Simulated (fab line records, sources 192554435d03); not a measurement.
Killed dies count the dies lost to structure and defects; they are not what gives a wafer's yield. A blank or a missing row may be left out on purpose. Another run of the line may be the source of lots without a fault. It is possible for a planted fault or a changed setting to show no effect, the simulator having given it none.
fab line records	flow n5Finfet
record lots=9	wafers=27	lastDay=17
route steps=1938 shown PMOS_HMC_CHANNEL_EPI@74 FIN_SAQP@94 BEOL_M4@1111 PASSIVATION@1936
lots that met no fault: from a run of the same line without faults
startH: start of the lot's first displayed wafer, in hours after the record's first day	waitH: hours from the lot's prior step to this one	" repeats the value in the row above	L1.1+2: a single row standing in for several wafers	- no value, or no start was given	* or withheld: withheld	< > ~ a bound
route shown NAME@n: NAME is a module with steps in the file, n the number in the route of the first one	usual: average and standard deviation across the fault-free wafers	same: alike in all rows	chamber/n: place in a boat	sites: the reading at each site	_std_site: standard deviation across them	_edge_site: inner sites' mean taken away from outer sites' mean	radiusMm: how far each site lies from the wafer's centre	mask NAME#n: copy n	behind: tool/chamber where the wafer was last shaped	hold: cause of the lot's hold/its duration in hours/its outcome	device: which transistor (n, p or np) failed to switch	end of line: tests run on the same wafers once the route is complete	for a step that has no rows: nothing shown but its recipe	killed: count of dies lost to structure and defects at first sort (not the wafer's yield)	map: dies across one wafer; x = killed, . = not, _ = none there
set.NAME: setting as actually run; set.NAME@STEP: the setting as run at that earlier step	model.NAME: the simulator's own value behind a step, which no gauge read
route steps across a sampled set of lots; one table per step, one row per wafer
services: a tool's chamber out of use, with start hour (startH, from the record's first day; less than 0 if before it), hours out, and reason
## steps
# step N5_PMOS_HMC_CHANNEL_EPI_FIN_RECESS_16
# recipe chemistry=HBr/Cl2	target=Si	maskMaterial=SiO2	targetDepthA=540	timeS=18	pressureMtorr=10	icpW=800	biasW=75	HBr_flow_sccm=150	Cl2_flow_sccm=80
# usual drypumpMotorCurrentA=5.5/0.47	oesProductAu=1.001/0.016	throttleValvePct=35.6/0.37
lot.wafer	tool	chamber	startH	waitH	drypumpMotorCurrentA	oesProductAu	rfHoursCounterH	throttleValvePct
L674.1	rieSi-05	2	25.38	0.0	5.3	1.019	98	35.6
L674.4	"	1	"	"	5.4	0.989	147	35.8
L674.6	"	3	"	"	4.9	1.008	-	35.9
L678.3	rieSi-02	0	47.80	0.0	5.5	1.024	119	35.9
L678.4	"	2	"	"	5.4	1.004	164	35.9
L678.5	"	1	"	"	5.3	0.975	-	36.1
L680.2	rieSi-02	3	59.79	0.0	6.4	1.001	178	34.9
L680.3	"	2	"	"	5.4	0.996	164	35.9
L680.4	"	1	"	"	5.3	0.974	111	36.1
L681.1	rieSi-05	2	66.46	0.0	5.3	1.021	98	35.5
L681.4	"	1	"	"	5.4	0.997	148	35.8
L681.5	"	2	"	"	5.3	1.027	-	35.5
L682.1	rieSi-02	3	71.99	0.0	6.3	0.987	178	35.0
L682.5	"	1	"	"	5.3	0.978	-	36.1
L682.6	"	3	"	"	6.4	0.992	-	34.9
L683.1	rieSi-04	3	78.93	0.0	6.0	1.030	10	35.3
L683.2	"	0	"	"	6.4	1.005	96	36.1
L683.4	"	1	"	"	5.6	0.989	192	35.0
L685.1	rieSi-05	3	90.29	0.0	4.8	1.008	32	35.9
L685.2	"	0	"	"	5.0	0.976	31	35.4
L685.4	"	2	"	"	5.3	1.025	99	35.5
L692.3	rieSi-04	1	136.72	0.0	5.5	1.000	193	35.0
L692.4	"	0	"	"	6.4	1.000	97	36.1
L692.6	"	0	"	"	6.4	0.998	-	36.1
L696.1	rieSi-04	3	155.94	0.0	5.9	1.031	11	35.3
L696.2	"	0	"	"	6.4	0.998	98	36.1
L696.5	"	3	"	"	5.9	1.038	-	35.3
# step N5_FIN_SAQP_ALD_61
# recipe material=SiO2	targetThkA=40	tempC=300	aldPrecursorFamily=BDEAS	aldCoReactant=O2-plasma	pulseTimeS=1	purgeTimeS=2	coReactantPurgeTimeS=2	aldCycles=43	pressureTorr=2
# usual aldCycles=43/0	heaterPowerW=482/36	precursorPulseHeightRel=1.001/0.02
# same pulseTimeS=1
lot.wafer	tool	chamber	startH	waitH	aldCycles	heaterPowerW	precursorPulseHeightRel
L674.1	aldSin-03	0	28.30	0.0	43	520	0.999
L674.4	"	1	"	"	43	418	1.019
L674.6	"	3	"	"	43	501	1.004
L678.3	aldSin-04	1	50.22	0.0	43	452	0.972
L678.4	"	3	"	"	43	481	1.031
L678.5	"	1	"	"	43	446	0.973
L680.2	aldSin-04	3	62.62	0.0	43	488	1.005
L680.3	"	0	"	"	43	524	1.010
L680.4	"	0	"	"	43	508	1.010
L681.1	aldSin-01	1	69.40	0.5	43	466	0.982
L681.4	"	3	"	"	43	508	0.968
L681.5	"	1	"	"	43	475	0.972
L682.1	aldSin-04	3	74.83	0.0	43	483	0.990
L682.5	"	1	"	"	62	449	0.994
L682.6	"	2	"	"	43	458	1.016
L683.1	aldSin-04	2	82.78	1.0	43	463	1.028
L683.2	"	3	"	"	43	496	1.038
L683.4	"	1	"	"	62	453	1.037
L685.1	aldSin-01	3	95.23	2.0	43	515	0.996
L685.2	"	1	"	"	43	481	0.983
L685.4	"	0	"	"	43	486	1.006
L692.3	aldSin-01	1	140.30	0.0	43	480	0.984
L692.4	"	0	"	"	43	507	1.003
L692.6	"	0	"	"	43	501	0.979
L696.1	aldSin-03	3	158.46	0.0	43	508	0.974
L696.2	"	0	"	"	43	529	0.988
L696.5	"	0	"	"	43	541	1.009
# step N5_FIN_SAQP_INSPECT_18
# recipe mode=adi	inspectInstrument=brightfield
# usual rawDefectCount=448/120
lot.wafer	tool	chamber	startH	waitH	rawDefectCount
L674.1	defectInspect-01	-	29.70	0.0	559
L674.4	"	-	"	"	565
L674.6	"	-	"	"	511
L678.3	defectInspect-01	-	51.49	0.0	403
L678.4	"	-	"	"	487
L678.5	"	-	"	"	387
L680.2	defectInspect-01	-	63.99	0.0	527
L680.3	"	-	"	"	587
L680.4	"	-	"	"	491
L681.1	defectInspect-01	-	70.75	0.0	572
L681.4	"	-	"	"	683
L681.5	"	-	"	"	871
L682.1	defectInspect-02	-	76.19	0.0	435
L682.5	"	-	"	"	503
L682.6	"	-	"	"	522
L683.1	defectInspect-01	-	84.04	0.0	497
L683.2	"	-	"	"	610
L683.4	"	-	"	"	505
L685.1	defectInspect-01	-	96.49	0.0	365
L685.2	"	-	"	"	371
L685.4	"	-	"	"	422
L692.3	defectInspect-01	-	141.63	0.0	389
L692.4	"	-	"	"	507
L692.6	"	-	"	"	561
L696.1	defectInspect-01	-	159.74	0.0	380
L696.2	"	-	"	"	521
L696.5	"	-	"	"	441
# step N5_FIN_SAQP_STRIP_55
# recipe chemistry=N2/H2	powerW=500	tempC=40	pressureMtorr=50	rfFrequencyHz=6e+07	overashFraction=0.3	biasPowerW=28	h2Frac=0.5	n2FlowSccm=300	h2FlowSccm=300
# usual drypumpMotorCurrentA=5.6/0.48	oesProductAu=0.80/0.081	powerW=499.9/1.6	rfVppV=122.0/1.6	showerheadPlenumPTorr=3.36/0.13	throttleValvePct=19.0/0.33
lot.wafer	tool	chamber	startH	waitH	drypumpMotorCurrentA	oesProductAu	powerW	rfHoursCounterH	rfVppV	showerheadPlenumPTorr	throttleValvePct
L674.1	rieDiel-04	2	30.29	0.1	6.3	0.94	500.3	11	122.5	3.30	18.8
L674.4	"	3	"	"	5.0	0.82	501.1	77	122.0	3.39	18.8
L674.6	"	0	"	"	5.7	0.72	501.0	-	124.1	3.49	19.5
L678.3	rieDiel-05	0	51.90	0.1	5.9	0.83	501.4	74	122.1	3.53	19.0
L678.4	"	3	"	"	6.4	0.72	501.2	-	124.0	3.18	19.1
L678.5	"	2	"	"	5.4	0.99	498.8	-	126.2	3.60	18.8
L680.2	rieDiel-04	2	64.41	0.1	6.3	0.92	499.0	23	121.3	3.30	18.8
L680.3	"	1	"	"	5.9	0.79	498.3	137	119.5	3.25	18.8
L680.4	"	2	"	"	6.3	0.93	497.0	-	124.4	3.30	18.8
L681.1	rieDiel-04	3	71.16	0.1	5.1	0.79	499.3	89	121.3	3.38	18.8
L681.4	"	1	"	"	5.9	0.78	499.9	140	122.0	3.25	18.9
L681.5	"	3	"	"	5.1	0.80	496.9	-	123.1	3.38	18.8
L682.1	rieDiel-06	0	76.63	0.1	4.8	0.78	499.4	118	121.3	3.23	18.4
L682.5	"	3	"	"	4.9	0.69	499.0	-	123.0	3.19	19.6
L682.6	"	2	"	"	5.3	0.77	501.1	-	122.8	3.37	19.3
L683.1	rieDiel-04	1	84.59	0.2	5.9	0.79	502.6	146	120.6	3.24	18.9
L683.2	"	3	"	"	5.1	0.80	499.9	95	121.5	3.38	18.8
L683.4	"	0	"	"	5.8	0.70	502.9	-	120.4	3.48	19.5
L685.1	rieDiel-05	2	96.90	0.1	5.4	0.93	497.1	21	125.0	3.59	18.9
L685.2	"	0	"	"	5.9	0.79	500.2	95	122.5	3.51	19.1
L685.4	"	0	"	"	5.9	0.80	498.4	-	123.1	3.51	19.1
L692.3	rieDiel-05	1	142.04	0.1	5.1	0.90	499.4	25	122.3	3.29	18.7
L692.4	"	3	"	"	6.4	0.70	499.5	221	118.1	3.17	19.1
L692.6	"	1	"	"	5.1	0.92	499.1	-	119.2	3.29	18.8
L696.1	rieDiel-05	2	160.16	0.1	5.4	0.90	495.5	42	121.0	3.58	18.9
L696.2	"	3	"	"	6.4	0.70	504.1	227	120.8	3.17	19.1
L696.5	"	2	"	"	5.4	0.89	498.8	-	123.5	3.57	18.9
# step N5_BEOL_M4_RC_MEAS_101
# usual DIBL_N=36.2/1.7	DIBL_P=36.6/1.9	IOFF_N=0.16/0.032	IOFF_P=0.21/0.037	ION_N=675/12	ION_P=460/8.1	SS_N=71.4/0.58	SS_P=73.4/0.64	VT_N=249/3.2	VT_P=-252/3.4
lot.wafer	tool	chamber	startH	waitH	DIBL_N[mV/V]	DIBL_P[mV/V]	IOFF_N[nA/um]	IOFF_P[nA/um]	ION_N[uA/um]	ION_P[uA/um]	SS_N[mV/dec]	SS_P[mV/dec]	VT_N[mV]	VT_P[mV]
L674.1	prober-02	0	169.36	0.0	36.7	37.2	0.17	0.23	665	465	71.8	73.2	250	-248
L674.4	"	0	"	"	36.4	37.7	0.16	0.23	687	468	72.2	73.8	250	-247
L674.6	"	0	"	"	33.9	34.4	0.13	0.18	668	465	71.1	72.9	252	-250
L678.3	prober-02	0	194.52	0.3	37.4	38.4	0.18	0.23	679	467	71.6	74.6	249	-246
L678.4	"	0	"	"	34.8	34.5	0.13	0.16	674	461	70.8	73.0	251	-251
L678.5	"	0	"	"	35.5	35.5	0.15	0.18	671	458	70.8	73.6	251	-253
L681.1	prober-01	0	203.10	0.0	39.4	39.6	0.27	0.30	700	471	72.8	74.4	242	-245
L681.4	"	0	"	"	39.1	39.7	0.25	0.30	697	473	71.7	74.9	241	-244
L681.5	"	0	"	"	38.0	38.2	0.23	0.27	697	471	71.8	73.8	242	-250
L680.2	prober-02	0	203.56	0.2	36.8	38.0	0.17	0.21	669	454	72.3	73.7	248	-254
L680.3	"	0	"	"	35.1	37.1	0.14	0.18	669	451	71.1	72.7	251	-251
L680.4	"	0	"	"	36.4	37.7	0.16	0.20	672	450	71.1	73.2	246	-253
L682.1	prober-02	0	208.18	0.0	35.6	36.2	0.16	0.19	684	463	71.6	73.1	248	-250
L682.5	"	0	"	"	33.9	33.8	0.12	0.15	671	455	71.2	73.2	253	-254
L682.6	"	0	"	"	34.7	35.1	0.14	0.17	676	463	71.1	73.2	249	-253
L683.1	prober-02	0	226.69	0.0	38.8	41.1	0.20	0.27	688	473	71.6	74.6	245	-250
L683.2	"	0	"	"	34.4	35.3	0.12	0.17	658	454	70.9	72.6	252	-256
L683.4	"	0	"	"	37.4	38.8	0.18	0.23	693	465	71.7	73.9	247	-253
L685.1	prober-02	0	242.03	0.0	34.1	33.4	0.13	0.16	667	456	70.7	72.5	249	-254
L685.2	"	0	"	"	35.5	35.1	0.15	0.18	677	463	71.3	73.8	253	-253
L685.4	"	0	"	"	35.3	35.6	0.15	0.18	671	461	71.5	73.5	252	-254
L692.3	prober-02	0	282.12	0.3	36.1	38.3	0.17	0.23	681	468	71.4	73.1	244	-250
L692.4	"	0	"	"	34.3	35.7	0.14	0.19	670	466	70.0	73.2	251	-252
L692.6	"	0	"	"	35.9	37.9	0.17	0.22	683	465	70.7	73.0	248	-250
L696.1	prober-02	0	296.75	0.0	37.0	35.9	0.16	0.21	680	465	71.2	72.9	249	-253
L696.2	"	0	"	"	35.7	34.2	0.13	0.19	666	460	69.8	72.2	254	-250
L696.5	"	0	"	"	37.2	37.3	0.17	0.23	684	469	71.0	73.9	249	-247
# step N5_PASSIVATION_PROBE_49
# usual defectLimitedYield=91.3/1.5	killed_at_M0_to_M3=35/10	killed_at_M4_up=12/4.6	killedAtContacts=13/6.6	killedAtFrontEnd=39/11	killedAtOther=4/3.4	killedDies=103/17	killedOpen=67/13	killedShort=35/8.2	sort_bin_5_function=5.1/0.94	sort_bin_6_memory=3.2/0.7	sort_bin_8_speed=0.00/0.03	sortNPass=1077/17	sortYieldPct=91.3/1.5
# same grossDies=1180	killedAtBackSide=0	sort_bin_4_leakage[%]=0
lot.wafer	tool	chamber	startH	waitH	defectLimitedYield[%]	killed_at_M0_to_M3	killed_at_M4_up	killedAtContacts	killedAtFrontEnd	killedAtOther	killedDies	killedOpen	killedShort	sort_bin_5_function[%]	sort_bin_6_memory[%]	sort_bin_8_speed[%]	sortNPass	sortYieldPct[%]
L682.1	prober-02	-	306.82	0.0	92.8	16	21	14	32	2	85	60	24	4.7	2.4	0	1095	92.8
L682.5	prober-02	-	307.02	0.2	86.7	27	30	19	77	4	157	70	37	9.5	3.4	0	1023	86.7
L682.6	prober-02	-	307.07	0.3	89.2	33	23	26	45	0	127	92	34	6.1	4.3	0	1053	89.2
L683.1	prober-01	-	326.39	0.0	89.3	43	11	12	56	4	126	75	49	6.4	3.6	0	1054	89.3
L683.2	prober-01	-	326.44	0.1	88.9	44	8	30	43	6	131	82	43	6.4	4.2	0	1049	88.9
L683.4	prober-01	-	326.54	0.2	85.3	27	13	18	114	2	174	76	28	10.7	3.8	0	1006	85.3
# killed by level:class
L682.1 FIN_SAQP:geometricParticle:open=12 MOL_CONTACT_COAG:geometricParticle:open=11 BEOL_M4:geometricParticle:open=11 BEOL_M3:geometricParticle:open=5 GATE_CUT:geometricParticle:short=4 BEOL_M1:geometricParticle:open=4 BEOL_M5:geometricParticle:short=4 FIN_SAQP:geometricParticle:short=3
L682.5 FIN_CUT:areaEtch=50 BEOL_M4:geometricParticle:open=19 MOL_CONTACT_COAG:geometricParticle:open=14 BEOL_M0_SAQP:geometricParticle:short=8 BEOL_M3:geometricParticle:open=7 DUMMY_GATE:geometricParticle:open=6 STI_FIN_REVEAL:geometricParticle:open=5 DUMMY_GATE:geometricParticle:short=5
L682.6 MOL_CONTACT_COAG:geometricParticle:open=21 FIN_SAQP:geometricParticle:open=13 BEOL_M0_SAQP:geometricParticle:open=10 BEOL_M3:geometricParticle:open=9 FIN_SAQP:geometricParticle:short=8 BEOL_M4:geometricParticle:open=8 BEOL_M1:geometricParticle:open=6 STI_FIN_REVEAL:geometricParticle:open=5
L683.1 DUMMY_GATE:geometricParticle:open=14 FIN_SAQP:geometricParticle:short=10 MOL_CONTACT_COAG:geometricParticle:open=9 BEOL_M0_SAQP:geometricParticle:open=7 GATE_CUT:geometricParticle:short=7 BEOL_M0_SAQP:geometricParticle:short=7 BEOL_M3:geometricParticle:open=6 BEOL_M3:geometricParticle:short=6
L683.2 MOL_CONTACT_COAG:geometricParticle:open=26 BEOL_M2:geometricParticle:open=12 FIN_SAQP:geometricParticle:short=8 BEOL_M0_SAQP:geometricParticle:short=7 FIN_SAQP:geometricParticle:open=6 DUMMY_GATE:geometricParticle:open=6 ILD0:geometricParticle:short=6 BEOL_M0_SAQP:geometricParticle:open=5
L683.4 FIN_CUT:areaEtch=69 FIN_SAQP:geometricParticle:open=19 MOL_CONTACT_COAG:geometricParticle:open=11 DUMMY_GATE:geometricParticle:open=10 BEOL_M1:geometricParticle:open=9 MOL_CONTACT_COAG:geometricParticle:short=7 FIN_SAQP:geometricParticle:short=6 BEOL_M0:geometricParticle:open=6
## services
tool	chamber	startH	hours	kind
aldSin-01	1	8.04	7.3	repair
rieDiel-05	2	16.26	-	clean
rieDiel-05	2	16.26	-	consumableReplace:focusRing
rieDiel-05	2	16.26	-	consumableReplace:showerhead
rieDiel-05	2	16.26	24.8	scheduledDown
rieDiel-05	2	16.26	24.8	ventCycle
aldSin-04	-	32.14	6.0	pm
aldSin-03	0	42.96	6.5	repair
rieSi-02	-	48.12	0.4	repair
rieDiel-05	1	50.04	5.8	repair
rieDiel-05	1	55.90	-	clean
rieDiel-05	2	56.85	6.6	repair
aldSin-04	1	57.72	6.0	repair
rieDiel-04	3	62.88	3.4	repair
rieDiel-04	2	65.04	4.3	repair
rieSi-05	-	70.65	2.8	pm
rieDiel-05	3	70.68	31.9	repair
rieSi-02	0	71.12	14.7	repair
aldSin-03	-	80.58	2.8	pm
rieSi-04	-	83.20	0.1	repair
aldSin-04	-	85.25	14.0	pm
aldSin-01	2	91.42	7.6	repair
rieSi-05	2	94.66	5.2	repair
aldSin-04	2	140.28	5.4	repair
## key
firstSign step=N5_FIN_SAQP_ALD_61	reading=aldCycles	direction=up	sigmas=99+	usual=*	struck=*
effect step=N5_PASSIVATION_PROBE_49	reading=sort_bin_5_function	direction=up	sigmas=5.3	usual=5.1	struck=10.1
moreKillsBornAt N5_FIN_CUT_CUT_ETCH_27@rieDiel-03=119
metAt N5_FIN_SAQP_ALD_61
struckLots L682,L683
struckWafers L682.5,L683.4
notActingAt N5_PMOS_HMC_CHANNEL_EPI_FIN_RECESS_16,N5_FIN_SAQP_INSPECT_18,N5_FIN_SAQP_STRIP_55
onsetBetween 50.22 74.83
fault kind=processParameterDrift	tool=aldSin-04	chamber=1	onsetH=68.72	steps=N5_FIN_SAQP_ALD_61	channel=aldCycles	offset=*	shape=step	endH=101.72	actsIn=*	stated=*
